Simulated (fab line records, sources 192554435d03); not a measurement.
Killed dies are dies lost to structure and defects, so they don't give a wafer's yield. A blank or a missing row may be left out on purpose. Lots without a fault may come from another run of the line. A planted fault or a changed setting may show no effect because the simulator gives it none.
One fault seen from 3 desks | flow n5_finfet | each desk has only its own numbers; what lay behind them comes last

THE DEFECT DESK
What the inspections along the route counted, lot by lot: means of the sampled wafers that have a number. A lot is out of limits, marked OUT, if its mean lies more than 4 standard deviations from the usual mean; the brackets give that distance.
Columns: A = raw_defect_count at N5_BEOL_M1_INSPECT_30, usual 401
lot  | first seen here | A
L836 | day 6 10:02     | 494
L839 | day 7 01:52     | 268
L851 | day 10 15:28    | 444
L854 | day 11 02:35    | 279
L857 | day 11 23:51    | 462
L858 | day 12 11:05    | 472
This desk's finding: nothing out of limits on any of the 6 lots.

THE METROLOGY DESK
What the gauges read, lot by lot, whatever tool the lot ran on: means of the sampled wafers that have a number. A lot is out of limits, marked OUT, if its mean lies more than 4 standard deviations from the usual mean; the brackets give that distance. Of its 12 readings 7 are shown: those that lie furthest out on some lot.
Columns: A = V0_OVL at N5_BEOL_M1_OVL_MEAS_29, usual -0.5 nm; B = DIBL_N at N5_BEOL_M4_RC_MEAS_101, usual 36.3 mV/V; C = IOFF_N at N5_BEOL_M4_RC_MEAS_101, usual 0.160 nA/um; D = ION_P at N5_BEOL_M4_RC_MEAS_101, usual 462 uA/um; E = SS_N at N5_BEOL_M4_RC_MEAS_101, usual 71.5 mV/dec; F = SS_P at N5_BEOL_M4_RC_MEAS_101, usual 73.4 mV/dec; G = VT_P at N5_BEOL_M4_RC_MEAS_101, usual -250.1 mV
lot  | first seen here | A    | B    | C     | D   | E    | F    | G
L836 | day 6 09:57     | 0.2  | 36.9 | 0.170 | 462 | 71.9 | 73.3 | -249.0
L839 | day 7 01:46     | -0.8 | 38.0 | 0.156 | 452 | 71.6 | 73.8 | -252.6
L851 | day 10 15:23    | -0.2 | 37.2 | 0.160 | 459 | 72.3 | 74.1 | -247.9
L854 | day 11 02:30    | -1.9 | 37.0 | 0.151 | 454 | 71.0 | 72.4 | -254.1
L857 | day 11 23:46    | -0.8 | 35.6 | 0.164 | 468 | 71.2 | 73.1 | -248.3
L858 | day 12 11:00    | 0.2  | 36.0 | 0.190 | 451 | 71.5 | 73.3 | -252.9
This desk's finding: nothing out of limits on any of the 6 lots.

THE TOOL OWNER'S DESK: rie_diel-01
The tool's own readings at N5_BEOL_M1_ETCH_70 (etches SOC in N2/H2, target depth 80 nm, overetch 16 nm, time 120 s): means of the sampled wafers that have a number, for each lot that ran on this tool. A lot is out of limits, marked OUT, if its mean lies more than 4 standard deviations from the usual mean; the brackets give that distance.
Columns: A = drypump_motor_current_A at N5_BEOL_M1_ETCH_70, usual 5.3 A; B = oes_product_au at N5_BEOL_M1_ETCH_70, usual 0.58 a.u.; C = rf_vpp_V at N5_BEOL_M1_ETCH_70, usual 525.7 V; D = showerhead_plenum_p_Torr at N5_BEOL_M1_ETCH_70, usual 2.61 Torr; E = throttle_valve_pct at N5_BEOL_M1_ETCH_70, usual 17.86 %
lot  | first seen here | A   | B    | C     | D    | E
L839 | day 7 03:40     | 5.1 | 0.57 | 525.4 | 2.60 | 17.90
L851 | day 11 04:08    | 5.4 | 0.55 | 524.5 | 2.57 | 18.09
L854 | day 11 14:12    | 5.2 | 0.56 | 525.1 | 2.58 | 17.80
This desk's finding: nothing out of limits on any of the 3 lots.

PUT TOGETHER
The defect desk saw nothing out of limits.
The metrology desk saw nothing out of limits.
The tool owner's desk saw nothing out of limits.

WHAT THE SIMULATOR HAD PUT IN
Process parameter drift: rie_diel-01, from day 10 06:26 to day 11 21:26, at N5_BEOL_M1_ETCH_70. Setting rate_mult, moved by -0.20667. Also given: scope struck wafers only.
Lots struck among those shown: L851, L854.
